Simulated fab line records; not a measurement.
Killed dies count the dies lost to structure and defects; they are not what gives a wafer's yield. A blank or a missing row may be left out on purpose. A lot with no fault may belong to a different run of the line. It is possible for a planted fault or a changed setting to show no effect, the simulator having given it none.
fab line records	flow n5-finfet	part 1 of 2: steps 1 to 4 of 6
record lots=24	wafers=72	last-day=17
route steps=1938 shown BEOL_M7@1285 BEOL_M8@1333
lots with no fault: from the same line, run without faults
start-h: the number of hours between the record's first day and the start of the first shown wafer of the lot	wait-h: time in hours since the lot's previous step	" identical to the entry in the row above	L1.1+2: a row that stands for several wafers	- either no value or no given start	* or withheld: withheld	< > ~ a bound
route shown NAME@n: names a module that has steps shown in the file, with the first one's number in the route	usual: average and standard deviation across the fault-free wafers	same: alike in all rows	chamber/n: place in a boat	sites: readings site by site	_std_site: the standard deviation of these	_edge_site: the outer-site mean with the inner-site mean subtracted	radius-mm: how far each site lies from the wafer's centre	mask NAME#n: copy n	behind: tool/chamber where the wafer was last shaped	hold: the reason the lot was held/the length of the hold in hours/how it ended	device: transistor that didn't switch, given as n, p or np	end of line: tests of these same wafers at the route's end	a step given without rows: its recipe and nothing more	killed: count of dies lost to structure and defects at first sort (not the wafer's yield)	map: per-die view of a wafer (x killed, . not killed, _ where there is no die)
set.NAME: the setting as run; set.NAME@STEP: as run at that earlier step	model.NAME: the simulator's own value behind a step, which no gauge read
the route's steps for a sample of lots (tables are steps, rows are wafers)
services: the hour from which a tool's chamber was out of use, counted from the record's first day as start-h (under 0 if before that day), plus the number of hours and why
## steps
# step N5_BEOL_M7_STRIP_19
# recipe chemistry=O2	power-w=400	temp-c=40	pressure-mtorr=30	rf-frequency-hz=6e+07	bias-power-w=0	overash-fraction=0.2	o2-flow-sccm=225
# usual drypump-motor-current-A=5.8/0.41	oes-product-au=0.80/0.072	rf-vpp-V=3.7/0.61	showerhead-plenum-p-Torr=2.10/0.052	throttle-valve-pct=16.59/0.23
lot.wafer	tool	chamber	start-h	wait-h	drypump-motor-current-A	oes-product-au	rf-hours-counter-h	rf-vpp-V	showerhead-plenum-p-Torr	throttle-valve-pct
L075.1	rie-diel-05	0	191.91	0.2	5.7	0.69	231	4.3	2.08	17.11
L075.4	"	1	"	"	6.2	0.80	100	2.9	2.12	16.95
L075.5	"	0	"	"	5.7	0.70	-	3.4	2.08	17.08
L074.1	rie-diel-01	2	192.39	0.1	5.7	0.85	60	3.2	2.05	16.39
L074.3	"	1	"	"	5.7	0.84	80	4.3	2.13	16.60
L074.6	"	1	"	"	5.7	0.84	-	3.7	2.13	16.61
L076.2	rie-diel-03	1	200.50	0.1	6.1	0.74	159	3.3	2.19	16.65
L076.3	"	3	"	"	6.2	0.90	42	4.1	2.14	16.53
L076.6	"	3	"	"	6.2	0.89	-	2.9	2.15	16.52
L077.3	rie-diel-01	1	206.97	0.2	5.7	0.83	85	3.6	2.13	16.62
L077.4	"	0	"	"	5.6	0.76	145	4.5	2.10	16.68
L077.6	"	3	"	"	5.1	0.98	-	2.3	2.14	16.32
L078.1	rie-diel-03	1	212.28	0.1	6.2	0.74	163	3.8	2.19	16.65
L078.3	"	2	"	"	5.5	0.73	155	3.4	2.09	16.61
L078.5	"	3	"	"	6.2	0.88	-	2.9	2.14	16.56
L079.1	rie-diel-05	1	224.51	0.2	6.2	0.78	110	3.7	2.11	16.98
L079.5	"	2	"	"	5.0	0.88	-	4.2	2.14	16.15
L079.6	"	1	"	"	6.2	0.79	-	4.0	2.11	16.98
L080.1	rie-diel-03	2	225.63	0.2	5.4	0.73	158	3.8	2.09	16.63
L080.4	"	3	"	"	6.3	0.87	49	4.2	2.14	16.54
L080.6	"	3	"	"	6.3	0.86	-	3.2	2.14	16.53
L081.4	rie-diel-05	0	242.91	0.1	5.7	0.69	245	3.9	2.07	17.13
L081.5	"	1	"	"	6.2	0.77	-	3.6	2.11	17.00
L081.6	"	2	"	"	5.0	0.86	-	4.0	2.14	16.13
L082.2	rie-diel-01	3	243.04	0.1	5.1	0.94	15	4.2	2.14	16.32
L082.3	"	0	"	"	5.6	0.76	156	3.4	2.10	16.72
L082.6	"	0	"	"	5.6	0.75	-	4.1	2.10	16.70
L083.1	rie-diel-01	1	254.67	0.2	5.8	0.83	100	4.5	2.12	16.66
L083.2	"	3	"	"	5.2	0.94	18	3.0	2.14	16.31
L083.4	"	0	"	"	5.6	0.75	159	2.2	2.10	16.71
L086.2	rie-diel-03	1	258.74	0.2	6.1	0.72	176	3.7	2.18	16.68
L086.3	"	0	"	"	6.2	0.77	147	4.0	2.01	16.44
L086.5	"	1	"	"	6.1	0.72	-	3.5	2.18	16.69
L085.2	rie-diel-03	3	259.25	0.2	6.2	0.86	61	4.3	2.14	16.55
L085.3	"	0	"	"	6.2	0.76	147	3.9	2.01	16.44
L085.4	"	1	"	"	6.2	0.72	-	3.1	2.18	16.71
L084.1	rie-diel-03	3	259.29	0.2	6.3	0.86	61	4.4	2.14	16.57
L084.2	"	1	"	"	6.1	0.73	176	4.4	2.18	16.69
L084.3	"	0	"	"	6.2	0.77	147	4.4	2.01	16.47
L087.2	rie-diel-01	3	267.77	0.1	5.2	0.93	23	4.4	2.13	16.33
L087.3	"	0	"	"	5.6	0.75	163	4.5	2.10	16.72
L087.6	"	0	"	"	5.6	0.75	-	4.1	2.10	16.70
L089.3	rie-diel-03	0	280.18	0.5	6.2	0.75	158	3.2	2.01	16.47
L089.5	"	1	"	"	6.1	0.71	-	3.3	2.18	16.73
L089.6	"	3	"	"	6.2	0.84	-	2.7	2.13	16.56
L088.1	rie-diel-03	0	280.22	0.3	6.2	0.75	158	3.9	2.01	16.48
L088.3	"	1	"	"	6.1	0.72	187	2.3	2.18	16.71
L088.4	"	1	"	"	6.1	0.73	-	3.9	2.18	16.71
L091.2	rie-diel-03	2	287.52	0.2	5.4	0.72	168	3.8	2.09	16.64
L091.5	"	3	"	"	6.2	0.84	-	3.3	2.13	16.59
L091.6	"	2	"	"	5.4	0.72	-	3.2	2.09	16.62
L092.1	rie-diel-01	2	292.94	0.5	5.7	0.80	94	4.4	2.03	16.45
L092.4	"	1	"	"	5.7	0.80	112	4.1	2.12	16.67
L092.6	"	3	"	"	5.2	0.90	-	3.4	2.13	16.34
L090.2	rie-diel-03	1	294.03	0.1	6.1	0.71	194	3.7	2.18	16.73
L090.5	"	2	"	"	5.5	0.73	-	3.3	2.09	16.65
L090.6	"	1	"	"	6.1	0.71	-	3.5	2.18	16.73
L094.1	rie-diel-01	3	319.66	0.1	5.1	0.87	45	3.9	2.13	16.35
L094.2	"	1	"	"	5.7	0.79	122	3.6	2.11	16.72
L094.6	"	3	"	"	5.1	0.89	-	3.9	2.13	16.38
L093.3	rie-diel-03	1	320.26	0.1	6.2	0.71	205	3.9	2.17	16.74
L093.4	"	0	"	"	6.2	0.74	175	4.3	2.00	16.50
L093.6	"	3	"	"	6.2	0.82	-	4.1	2.13	16.61
L095.1	rie-diel-01	2	322.39	0.2	5.7	0.79	105	3.6	2.03	16.47
L095.2	"	3	"	"	5.1	0.89	46	4.2	2.13	16.36
L095.4	"	1	"	"	5.7	0.80	123	3.6	2.11	16.69
L096.2	rie-diel-05	3	322.56	0.1	5.4	0.71	203	2.5	2.08	17.21
L096.4	"	0	"	"	5.7	0.95	7	5.0	2.07	16.66
L096.5	"	1	"	"	6.2	0.77	-	2.8	2.11	17.00
L097.1	rie-diel-01	1	322.92	0.1	5.7	0.80	123	3.5	2.11	16.71
L097.2	"	3	"	"	5.1	0.89	46	4.0	2.13	16.36
L097.5	"	0	"	"	5.6	0.72	-	3.4	2.09	16.76
# step N5_BEOL_M7_CD_MEAS_18
# recipe pitch-nm=80	target-cd-nm=40
# usual cd-nm=40.0/0.48
lot.wafer	tool	chamber	start-h	wait-h	cd-nm
L075.1	cd-sem-02	-	191.98	0.0	40.1
L075.4	"	-	"	"	40.3
L075.5	"	-	"	"	40.0
L074.1	cd-sem-03	-	192.46	0.0	39.8
L074.3	"	-	"	"	39.6
L074.6	"	-	"	"	40.2
L076.2	cd-sem-02	-	200.57	0.1	40.0
L076.3	"	-	"	"	39.8
L076.6	"	-	"	"	40.0
L077.3	cd-sem-01	-	207.04	0.1	40.1
L077.4	"	-	"	"	40.0
L077.6	"	-	"	"	40.3
L078.1	cd-sem-01	-	212.35	0.0	39.1
L078.3	"	-	"	"	39.6
L078.5	"	-	"	"	39.6
L079.1	cd-sem-01	-	224.58	0.0	40.6
L079.5	"	-	"	"	40.1
L079.6	"	-	"	"	40.5
L080.1	cd-sem-01	-	225.70	0.0	39.9
L080.4	"	-	"	"	39.7
L080.6	"	-	"	"	39.6
L081.4	cd-sem-02	-	242.98	0.1	39.9
L081.5	"	-	"	"	39.5
L081.6	"	-	"	"	39.0
L082.2	cd-sem-02	-	243.11	0.1	40.5
L082.3	"	-	"	"	39.8
L082.6	"	-	"	"	39.7
L083.1	cd-sem-01	-	254.74	0.0	39.9
L083.2	"	-	"	"	39.8
L083.4	"	-	"	"	40.2
L086.2	cd-sem-01	-	258.81	0.1	40.1
L086.3	"	-	"	"	39.8
L086.5	"	-	"	"	40.2
L085.2	cd-sem-01	-	259.32	0.1	39.8
L085.3	"	-	"	"	38.8
L085.4	"	-	"	"	39.4
L084.1	cd-sem-02	-	259.36	0.0	39.9
L084.2	"	-	"	"	40.0
L084.3	"	-	"	"	39.6
L087.2	cd-sem-02	-	267.84	0.1	40.9
L087.3	"	-	"	"	40.4
L087.6	"	-	"	"	40.9
L089.3	cd-sem-01	-	280.25	0.1	39.9
L089.5	"	-	"	"	40.7
L089.6	"	-	"	"	39.9
L088.1	cd-sem-03	-	280.30	0.1	39.2
L088.3	"	-	"	"	39.6
L088.4	"	-	"	"	40.0
L091.2	cd-sem-03	-	287.59	0.1	40.5
L091.5	"	-	"	"	40.0
L091.6	"	-	"	"	39.6
L092.1	cd-sem-02	-	293.01	0.0	39.7
L092.4	"	-	"	"	40.4
L092.6	"	-	"	"	40.3
L090.2	cd-sem-03	-	294.10	0.1	39.8
L090.5	"	-	"	"	40.0
L090.6	"	-	"	"	40.1
L094.1	cd-sem-03	-	319.73	0.0	39.0
L094.2	"	-	"	"	39.0
L094.6	"	-	"	"	40.2
L093.3	cd-sem-01	-	320.34	0.1	39.2
L093.4	"	-	"	"	39.6
L093.6	"	-	"	"	40.1
L095.1	cd-sem-01	-	322.47	0.1	39.3
L095.2	"	-	"	"	39.8
L095.4	"	-	"	"	39.7
L096.2	cd-sem-02	-	322.63	0.1	39.7
L096.4	"	-	"	"	39.7
L096.5	"	-	"	"	39.1
L097.1	cd-sem-03	-	322.99	0.1	40.4
L097.2	"	-	"	"	41.1
L097.5	"	-	"	"	40.6
# step N5_BEOL_M7_CD_MEAS_28
# recipe target-cd-nm=40	landing-energy-ev=500	detector=se-inlens
# usual cd-nm=40.01/0.22
lot.wafer	tool	chamber	start-h	wait-h	cd-nm
L075.1	cd-sem-03	0	193.75	-	40.17
L075.4	"	0	"	"	39.73
L075.5	"	0	"	"	40.24
L074.1	cd-sem-01	0	193.87	-	40.59
L074.3	"	0	"	"	39.93
L074.6	"	0	"	"	40.03
L076.2	cd-sem-03	0	201.91	-	39.58
L076.3	"	0	"	"	40.15
L076.6	"	0	"	"	40.11
L077.3	cd-sem-02	0	207.37	-	39.86
L077.4	"	0	"	"	40.37
L077.6	"	0	"	"	40.06
L078.1	cd-sem-02	0	219.17	-	40.47
L078.3	"	0	"	"	40.43
L078.5	"	0	"	"	40.75
L079.1	cd-sem-01	0	225.08	-	39.67
L079.5	"	0	"	"	39.97
L079.6	"	0	"	"	39.83
L080.1	cd-sem-01	0	226.13	-	40.11
L080.4	"	0	"	"	40.02
L080.6	"	0	"	"	40.03
L081.4	cd-sem-01	0	246.58	-	40.36
L081.5	"	0	"	"	39.95
L081.6	"	0	"	"	40.04
L082.2	cd-sem-02	0	246.63	-	40.20
L082.3	"	0	"	"	39.86
L082.6	"	0	"	"	40.19
L083.1	cd-sem-03	0	255.06	-	40.12
L083.2	"	0	"	"	39.95
L083.4	"	0	"	"	40.07
L086.2	cd-sem-01	0	259.41	-	40.52
L086.3	"	0	"	"	39.96
L086.5	"	0	"	"	40.00
L085.2	cd-sem-01	0	259.63	-	40.24
L085.3	"	0	"	"	39.75
L085.4	"	0	"	"	40.03
L084.1	cd-sem-02	0	259.67	-	39.72
L084.2	"	0	"	"	39.88
L084.3	"	0	"	"	39.88
L087.2	cd-sem-02	0	268.18	-	39.92
L087.3	"	0	"	"	39.94
L087.6	"	0	"	"	39.88
L089.3	cd-sem-02	0	280.57	-	40.12
L089.5	"	0	"	"	40.16
L089.6	"	0	"	"	39.99
L088.1	cd-sem-02	0	282.81	-	39.84
L088.3	"	0	"	"	40.33
L088.4	"	0	"	"	40.08
L091.2	cd-sem-01	0	287.89	-	40.05
L091.5	"	0	"	"	40.20
L091.6	"	0	"	"	39.73
L092.1	cd-sem-03	0	293.44	-	40.19
L092.4	"	0	"	"	40.43
L092.6	"	0	"	"	39.72
L090.2	cd-sem-02	0	294.41	-	40.04
L090.5	"	0	"	"	39.97
L090.6	"	0	"	"	39.63
L094.1	cd-sem-01	0	321.14	-	39.77
L094.2	"	0	"	"	40.10
L094.6	"	0	"	"	39.77
L093.3	cd-sem-01	0	321.31	-	40.09
L093.4	"	0	"	"	39.81
L093.6	"	0	"	"	40.04
L097.1	cd-sem-03	0	324.42	-	39.84
L097.2	"	0	"	"	39.76
L097.5	"	0	"	"	40.19
L095.1	cd-sem-03	0	324.60	-	40.10
L095.2	"	0	"	"	40.17
L095.4	"	0	"	"	39.99
L096.2	cd-sem-03	0	324.76	-	39.65
L096.4	"	0	"	"	39.94
L096.5	"	0	"	"	40.48
# step N5_BEOL_M8_CURE_74
# recipe temp-c=385	time-s=240	ambient=He/Ar	material=SiCOH_lowk
# usual lamp-power-pct=52.31/0.051	wafer_temp_C_max=386.8/0.64
# same time-s=240
lot.wafer	tool	chamber	start-h	wait-h	lamp-power-pct	wafer_temp_C_max
L075.1	uv-cure-03	1	197.21	0.0	52.43	386.0
L075.4	"	1	"	"	52.31	385.9
L075.5	"	1	"	"	52.27	386.1
L074.1	uv-cure-03	1	197.87	0.0	52.32	386.4
L074.3	"	1	"	"	52.29	386.4
L074.6	"	1	"	"	52.36	386.1
L076.2	uv-cure-01	0	206.65	0.2	52.33	386.7
L076.3	"	0	"	"	52.22	386.2
L076.6	"	0	"	"	52.30	386.9
L077.3	uv-cure-02	2	210.77	0.2	52.31	387.4
L077.4	"	2	"	"	52.32	388.3
L077.6	"	2	"	"	52.32	387.3
L078.1	uv-cure-02	0	223.03	0.0	52.31	386.8
L078.3	"	0	"	"	52.40	387.1
L078.5	"	0	"	"	52.26	387.5
L079.1	uv-cure-01	0	230.23	0.0	52.37	385.9
L079.5	"	0	"	"	52.24	386.0
L079.6	"	0	"	"	52.31	386.4
L080.1	uv-cure-02	0	231.36	0.0	52.39	387.8
L080.4	"	0	"	"	52.37	388.3
L080.6	"	0	"	"	52.27	387.8
L081.4	uv-cure-01	0	251.02	0.3	52.31	386.6
L081.5	"	0	"	"	52.30	386.5
L081.6	"	0	"	"	52.28	386.7
L082.2	uv-cure-03	2	251.33	0.1	52.30	386.2
L082.3	"	2	"	"	52.31	386.3
L082.6	"	2	"	"	52.40	386.2
L083.1	uv-cure-02	0	258.24	0.0	52.22	387.0
L083.2	"	0	"	"	52.25	387.8
L083.4	"	0	"	"	52.27	387.4
L086.2	uv-cure-01	2	262.32	0.2	52.26	387.3
L086.3	"	2	"	"	52.27	387.3
L086.5	"	2	"	"	52.34	386.3
L085.2	uv-cure-01	1	263.57	0.1	52.26	387.9
L085.3	"	1	"	"	52.29	387.6
L085.4	"	1	"	"	52.34	386.8
L084.1	uv-cure-02	2	266.32	0.0	52.32	387.2
L084.2	"	2	"	"	52.31	387.5
L084.3	"	2	"	"	52.31	387.8
L087.2	uv-cure-03	1	271.23	0.2	52.32	386.3
L087.3	"	1	"	"	52.30	385.8
L087.6	"	1	"	"	52.37	385.8
L089.3	uv-cure-01	2	285.57	0.2	52.24	387.3
L089.5	"	2	"	"	52.42	387.5
L089.6	"	2	"	"	52.29	386.6
L088.1	uv-cure-02	2	288.53	0.0	52.30	388.4
L088.3	"	2	"	"	52.37	387.6
L088.4	"	2	"	"	52.36	387.3
L091.2	uv-cure-01	0	291.22	0.1	52.26	385.8
L091.5	"	0	"	"	52.38	386.6
L091.6	"	0	"	"	52.27	386.1
L092.1	uv-cure-03	1	296.86	0.0	52.30	385.8
L092.4	"	1	"	"	52.29	386.2
L092.6	"	1	"	"	52.28	386.2
L090.2	uv-cure-03	0	298.59	0.1	52.27	386.9
L090.5	"	0	"	"	52.39	386.6
L090.6	"	0	"	"	52.27	386.7
L094.1	uv-cure-01	0	326.52	0.0	52.31	386.2
L094.2	"	0	"	"	52.34	386.4
L094.6	"	0	"	"	52.33	386.9
L093.3	uv-cure-03	2	327.17	0.2	52.27	386.2
L093.4	"	2	"	"	52.31	386.6
L093.6	"	2	"	"	52.35	386.5
L097.1	uv-cure-02	0	327.50	0.0	52.29	387.5
L097.2	"	0	"	"	52.41	387.0
L097.5	"	0	"	"	52.33	388.0
L095.1	uv-cure-01	1	327.81	0.0	52.24	387.9
L095.2	"	1	"	"	52.33	386.9
L095.4	"	1	"	"	52.46	387.1
L096.2	uv-cure-03	0	328.16	0.1	52.41	386.2
L096.4	"	0	"	"	52.48	386.1
L096.5	"	0	"	"	52.29	386.0
